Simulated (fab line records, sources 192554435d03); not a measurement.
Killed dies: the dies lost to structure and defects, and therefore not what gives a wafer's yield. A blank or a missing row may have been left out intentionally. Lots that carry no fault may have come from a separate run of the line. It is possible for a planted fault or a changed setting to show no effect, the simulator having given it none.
One fault seen from 2 desks	flow n5-finfet	every desk sees just its own numbers, and what lay behind them comes last

## AT THE TOOL OWNER'S DESK: rie-diel-05
The tool's own readings at N5_BEOL_M11_ETCH_61 (etches SiARC in CF4, target depth 39 nm, time 65 s): means of the sampled wafers that have a number, for each lot that ran on this tool. Marked OUT: a lot whose mean sits more than 4 standard deviations from the usual mean, which makes it out of limits; the brackets give that distance.
Columns: A = drypump-motor-current-A at N5_BEOL_M11_ETCH_61, usual 5.8 A; B = etch-rf-on-time-s at N5_BEOL_M11_ETCH_61, usual 64.3 s; C = oes-product-au at N5_BEOL_M11_ETCH_61, usual 0.70 a.u.; D = rf-vpp-V at N5_BEOL_M11_ETCH_61, usual 183.8 V; E = showerhead-plenum-p-Torr at N5_BEOL_M11_ETCH_61, usual 2.13 Torr; F = throttle-valve-pct at N5_BEOL_M11_ETCH_61, usual 15.53 %
lot	first seen here	A	B	C	D	E	F
L211	day 11 02:05	5.8	65.5	0.68	183.9	2.14	15.48
L209	day 11 03:11	5.8	65.6	0.68	183.8	2.13	15.40
L219	day 13 20:10	5.8	63.9	0.70	183.3	2.13	15.57
L220	day 14 05:55	5.9	104.1 (+15) OUT	0.58	184.0	2.13	15.49
L223	day 14 16:32	5.5	108.9 (+17) OUT	0.60	183.5	2.16	15.36
L225	day 14 19:31	5.5	109.3 (+17) OUT	0.59	184.2	2.16	15.38
Finding of this desk: L220, L223, L225 out of limits; the first was L220 at day 14 05:55, on etch-rf-on-time-s at N5_BEOL_M11_ETCH_61. In limits: L211, L209, L219.

## METROLOGY DESK
What the gauges read, lot by lot, whatever tool the lot ran on: means of the sampled wafers that have a number. Marked OUT: a lot whose mean sits more than 4 standard deviations from the usual mean, which makes it out of limits; the brackets give that distance.
Columns: A = M10_RS at N5_BEOL_M10_RS_MEAS_57, usual 0.150 ohm/sq; B = M11_OVL at N5_BEOL_M11_OVL_MEAS_12, usual 0.4 nm
lot	first seen here	A	B
L208	day 10 21:15	0.148	1.0
L211	day 10 23:56	0.149	-0.2
L209	day 11 01:46	0.149	1.0
L214	day 11 10:26	0.153	0.1
L212	day 11 15:23	0.150	0.9
L217	day 13 10:00	0.151	-0.0
L219	day 13 18:04	0.147	0.9
L220	day 14 03:52	0.153	0.7
L222	day 14 12:43	0.146	0.3
L223	day 14 14:08	0.149	-0.2
L225	day 14 15:40	0.147	0.3
This desk's finding: nothing out of limits on any of the 11 lots.

## BROUGHT TOGETHER
The tool owner's desk had the chance to raise an alarm at day 14 05:55 on L220, L223, L225.
The metrology desk saw nothing out of limits.
The metrology desk has L220, L223, L225 on record, within its limits.
Of the lots named, all ran N5_BEOL_M11_ETCH_61 on rie-diel-05.

## WHAT THE SIMULATOR HAD INSERTED
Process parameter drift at N5_BEOL_M11_ETCH_61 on rie-diel-05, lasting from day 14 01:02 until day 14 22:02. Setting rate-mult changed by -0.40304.
Shown lots that were struck: L220, L223, L225.
How many hours passed from the start of the fault until each desk's first out-of-limits reading: the tool owner's desk, 5.
